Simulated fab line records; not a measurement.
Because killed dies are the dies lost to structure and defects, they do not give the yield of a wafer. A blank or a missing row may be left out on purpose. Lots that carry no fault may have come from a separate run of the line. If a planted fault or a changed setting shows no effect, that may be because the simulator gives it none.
Chamber matching + flow nand-harc + NHARC_A_SLIT_ETCH_24 on rie-diel-11 has 4 sister chambers
The step etches the open film in CF4/CHF3, target depth 121 nm, time 60.5 s. 20 wafers are shown with their chamber, then 10 later ones without.

== WAFERS, EACH WITH ITS CHAMBER ==
| wafer  | chamber | drypump-motor-current-A (A) | rf-fwd-power-W (W) | rf-vpp-V (V) |
|--------|---------|-----------------------------|--------------------|--------------|
| L077.2 | 3       | 6.4                         | 495.2              | 369.3        |
| L077.3 | 2       | 5.0                         | 492.3              | 371.6        |
| L077.4 | 1       | 5.8                         | 491.6              | 369.2        |
| L076.1 | 1       | 5.7                         | 493.0              | 369.7        |
| L076.2 | 0       | 5.8                         | 494.4              | 371.4        |
| L076.5 | 0       | 5.8                         | 495.7              | 371.7        |
| L083.2 | 1       | 5.8                         | 496.0              | 368.9        |
| L083.4 | 0       | 5.7                         | 497.6              | 370.5        |
| L083.6 | 0       | 5.8                         | 499.2              | 371.5        |
| L082.1 | 0       | 5.7                         | 495.3              | 370.9        |
| L082.3 | 2       | 5.0                         | 491.8              | 368.1        |
| L082.6 | 3       | 6.4                         | 492.7              | 368.8        |
| L086.1 | 2       | 5.0                         | 489.2              | 372.4        |
| L086.3 | 3       | 6.4                         | 493.2              | 369.1        |
| L086.5 | 1       | 5.7                         | 493.8              | 368.8        |
| L090.1 | 1       | 5.8                         | 496.2              | 369.4        |
| L090.2 | 0       | 5.7                         | 496.6              | 372.0        |
| L090.6 | 0       | 5.7                         | 496.7              | 371.3        |
| L092.4 | 1       | 5.7                         | 492.4              | 369.9        |
| L092.5 | 1       | 5.8                         | 494.8              | 368.7        |

SIGNATURES (means of the wafers above)
| reading                 | chamber 0 | chamber 1 | chamber 2 | chamber 3 | scatter within a chamber |
|-------------------------|-----------|-----------|-----------|-----------|--------------------------|
| drypump-motor-current-A | 5.743     | 5.757     | 5.000     | 6.400     | 0.0463                   |
| rf-fwd-power-W          | 496.500   | 493.971   | 491.100   | 493.700   | 1.64                     |
| rf-vpp-V                | 371.329   | 369.229   | 370.700   | 369.067   | 0.914                    |
Rule: for a wafer and a chamber, the distance is found by dividing, reading by reading, the gap between the wafer's reading and the chamber's mean by the reading's scatter, squaring, summing and taking the root. The wafer belongs to the nearest chamber; if the next one is less than 2 further off, it can't be placed. How the scatter is found: for the shown wafers, subtract from each reading the mean of its chamber, square and add these, divide the total by (wafers less chambers), then take the root.

== WAFERS MISSING THEIR CHAMBER ==
| wafer  | drypump-motor-current-A (A) | rf-fwd-power-W (W) | rf-vpp-V (V) |
|--------|-----------------------------|--------------------|--------------|
| L092.6 | 5.0                         | 490.3              | 369.6        |
| L093.3 | 5.0                         | 489.8              | 369.6        |
| L093.4 | 6.4                         | 493.1              | 368.4        |
| L093.5 | 5.0                         | 488.2              | 369.9        |
| L096.2 | 6.5                         | 493.5              | 369.6        |
| L096.3 | 5.7                         | 494.0              | 368.9        |
| L096.4 | 5.7                         | 495.4              | 370.4        |
| L097.2 | 6.4                         | 495.9              | 370.0        |
| L097.3 | 5.7                         | 494.1              | 369.2        |
| L097.6 | 5.7                         | 496.2              | 372.0        |

== CHAMBER TAKEN BY EACH ==
| wafer  | from the rows above     | in truth |
|--------|-------------------------|----------|
| L092.6 | 2                       | 2        |
| L093.3 | 2                       | 2        |
| L093.4 | 3                       | 3        |
| L093.5 | 2                       | 2        |
| L096.2 | 3                       | 3        |
| L096.3 | can't be placed: 1 or 0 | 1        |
| L096.4 | can't be placed: 0 or 1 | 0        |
| L097.2 | 3                       | 3        |
| L097.3 | can't be placed: 1 or 0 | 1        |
| L097.6 | 0                       | 0        |
7 of 10 placed correctly. Not placeable from these rows: 3 (in 3, the candidates include the true chamber). Wrongly placed: 0.
